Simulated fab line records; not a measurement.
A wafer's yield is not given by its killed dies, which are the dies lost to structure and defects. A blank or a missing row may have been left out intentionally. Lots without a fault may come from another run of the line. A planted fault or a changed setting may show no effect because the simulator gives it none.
Which tool was responsible? | flow nandHarc | 33 wafers from 11 lots sampled at 4 of the route's 1302 steps

## WHAT THE GAUGES SHOWED, per wafer
NHARC_END_WLT_00.
lot  | measured     | on        | VT_DECK1_BOTTOM
L229 | day 24 16:34 | prober-01 | 0.882 0.875 0.882
L231 | day 26 09:56 | prober-01 | 0.879 0.887 0.878
L233 | day 26 16:25 | prober-02 | 0.858 0.851 0.863
L232 | day 27 02:43 | prober-01 | 0.870 0.871 0.877
L237 | day 28 01:08 | prober-02 | 0.881 0.876 0.867
L239 | day 29 00:56 | prober-02 | 0.884 0.878 0.884
L240 | day 29 08:13 | prober-01 | 0.860 0.875 0.859
L244 | day 31 09:56 | prober-01 | 0.869 0.873 0.868
L250 | day 33 00:27 | prober-01 | 0.872 0.864 0.870
L249 | day 33 06:38 | prober-02 | 0.872 0.876 0.870
L251 | day 34 08:55 | prober-01 | 0.867 0.872 0.869

## EACH LOT AND THE TOOL THAT RAN IT (in order: tool; ch and the chambers of the sampled wafers; start)
lot  | NHARC_A_CONTACT_ETCH_97           | NHARC_THIN_TSV_DEGAS_49     | NHARC_THIN_TSV_STRIP_56
L229 | rieDiel-05 ch 0,1,3, day 22 15:03 | pvdSputter-01, day 24 07:25 | plasmaAsher-02 ch 0,1, day 24 11:13
L231 | rieDiel-02 ch 0,3, day 23 20:40   | pvdSputter-01, day 25 21:11 | plasmaAsher-01 ch 0,1, day 26 00:58
L233 | rieDiel-05 ch 0,2,3, day 24 07:23 | pvdSputter-02, day 26 07:23 | plasmaAsher-01 ch 0,1, day 26 11:02
L232 | rieDiel-12 ch 0,3, day 24 20:41   | pvdSputter-01, day 26 15:52 | plasmaAsher-01 ch 0,1, day 26 19:51
L237 | rieDiel-02 ch 0,1, day 25 19:22   | pvdSputter-01, day 27 12:26 | plasmaAsher-02 ch 0, day 27 16:12
L239 | rieDiel-02 ch 0,1,3, day 26 20:42 | pvdSputter-03, day 28 15:40 | plasmaAsher-02 ch 0,1, day 28 19:28
L240 | rieDiel-05 ch 0,2,3, day 27 04:53 | pvdSputter-02, day 28 21:38 | plasmaAsher-01 ch 0,1, day 29 01:23
L244 | rieDiel-05 ch 0,3, day 29 04:58   | pvdSputter-02, day 30 23:47 | plasmaAsher-02 ch 0,1, day 31 03:38
L250 | rieDiel-05 ch 0,1, day 30 11:15   | pvdSputter-01, day 32 07:43 | plasmaAsher-01 ch 0,1, day 32 11:40
L249 | rieDiel-05 ch 1,2, day 30 17:25   | pvdSputter-03, day 32 19:32 | plasmaAsher-02 ch 0,1, day 32 23:28
L251 | rieDiel-05 ch 1,2,3, day 31 22:44 | pvdSputter-02, day 33 21:47 | plasmaAsher-01 ch 0,1, day 34 01:41
- NHARC_A_CONTACT_ETCH_97: etches the open film in C4F6/O2, target depth 20 nm, time 10 s.
- NHARC_THIN_TSV_DEGAS_49: time 120 s.
- NHARC_THIN_TSV_STRIP_56: strips in O2.

## THE ANSWER, worked out from the rows above alone
Rule: what is usual is taken from the lots themselves. The widest of any qualifying gaps counts: lots, ordered by their means at a reading, are off when they make up no more than a third of the lots, leave a main group of 4 or more, and stand apart from it by 3 or more times the standard deviation of that group's means. If all means in a main group match to the digits the tables above print for the reading, that group is not used. A lot without any number at a reading at which 4 lots or more have one is off too. Any other lot the step has rows for is counted as sound.
Nothing can be told from this: no lot is off at any reading shown.

## WHAT THE SIMULATOR PUT IN
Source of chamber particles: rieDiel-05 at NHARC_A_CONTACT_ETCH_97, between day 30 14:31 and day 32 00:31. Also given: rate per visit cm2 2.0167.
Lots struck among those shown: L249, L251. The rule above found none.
